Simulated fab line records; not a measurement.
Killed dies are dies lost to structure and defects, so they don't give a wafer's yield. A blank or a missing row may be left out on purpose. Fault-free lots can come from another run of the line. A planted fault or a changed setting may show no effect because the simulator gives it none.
A struck lot beside a sound one -- flow nandHarc -- 14 steps out of a route of 1302
Sound: wafers L711.4, L711.5, L711.6. Struck: wafers L728.2, L728.5, L728.6. At the end, the cause is stated.
At each step with rows: each side's tool, then ch and its chambers, then its first start. Under that, the readings that differ: sound wafers -- struck wafers -- difference of the means -- sigmas: that difference in standard deviations of wafers without a fault.
alike: a reading whose means differ by less than 2 such deviations, as well as words and numbers matching on both sides. not compared: withheld readings; readings where some wafer has no value; bounds like >300 that might hide an equal value; numbers whose values overlap and for which the record gives no deviation.
The two part at a step that has a row with sigmas, a row that says differs or no value, or rows on one side only. When numbers do not overlap yet have no deviation, they are printed without sigmas and do not part them. A reading missing from all wafers of one side parts the sides only when that side holds two or more wafers.

NHARC_P_M0_INSPECT_11:
  struck on defectInspect-02, day 13 05:00; sound on defectInspect-02, day 6 06:30
  alike: rawDefectCount
NHARC_P_M0_DESCUM_14: chemistry O2, time 3 s.
  sound on rieDiel-01 ch 1,2, day 6 06:34; struck on rieDiel-05 ch 0,1, day 13 05:04
  alike: drypumpMotorCurrentA, oesProductAu, rfVppV, showerheadPlenumPTorr, throttleValvePct
  not compared: rfHoursCounterH
then, 1 step without rows for these wafers: NHARC_P_M0_ETCH_34 (etches the open film in N2/H2, target depth 40 nm, overetch 12 nm, time 43.94 s).
NHARC_P_M0_ETCH_15: etches the open film in C4F8/Ar, target depth 150 nm, overetch 15 nm, time 82.5 s.
  sound: rieDiel-01 ch 0,2,3; struck: rieDiel-05 ch 2,3
  alike: oesProductAu, rfVppV
  not compared: rfHoursCounterH
NHARC_P_M0_CD_MEAS_16:
  struck on cdSem-01, day 13 05:22; sound on cdSem-02, day 6 06:52
  alike: cdNm
then, 2 steps without rows for these wafers: NHARC_P_M0_STRIP_18 (strips in N2/H2); NHARC_P_M0_STRIP_19 (strips in post etch residue remover, time 600 s).
NHARC_P_M0_DEGAS_28: time 60 s.
  struck on pvdSputter-01, day 13 05:59; sound on pvdSputter-02, day 6 07:29
  alike: heaterPowerW
then, 2 steps without rows for these wafers: NHARC_P_M0_PRE_CLEAN_29 (time 30 s); NHARC_P_M0_PVD_20 (deposits TaN, target thk 5 nm, time 8.06 s).
NHARC_P_M0_PVD_21: deposits Cu, target thk 30 nm, time 20.49 s.
  sound on pvdSputter-02; struck on pvdSputter-01
  alike: substrateTempC, throttleValvePct
then, 1 step without rows for these wafers: NHARC_P_M0_ECD_22 (material Cu, target thk 400 nm).
NHARC_P_M0_ANNEAL_30: time 90 s.
  sound on rtpAnneal-01 ch 0, day 6 08:24; struck on rtpAnneal-02, day 13 06:52
  no value came back on the struck wafers for annealTempC (C), annealTempCMax, wafer_temp_C_max; on the sound wafers annealTempC (C) reads 225.01 225.25 225.16
NHARC_P_M0_CMP_23: polishes, t overpolish 20 s, target thk 117.54 nm.
  sound on cmp-04 ch 0,1,2, day 6 08:38; struck on cmp-03 ch 1,2, day 13 07:11
  alike: motorCurrentA, timeToEndpointS

## WHERE THEY PART
Only at NHARC_P_M0_ANNEAL_30, within this record. Later steps at which nothing parts them and some readings are alike: NHARC_P_M0_CMP_23.

WHY: whatever the simulator had introduced
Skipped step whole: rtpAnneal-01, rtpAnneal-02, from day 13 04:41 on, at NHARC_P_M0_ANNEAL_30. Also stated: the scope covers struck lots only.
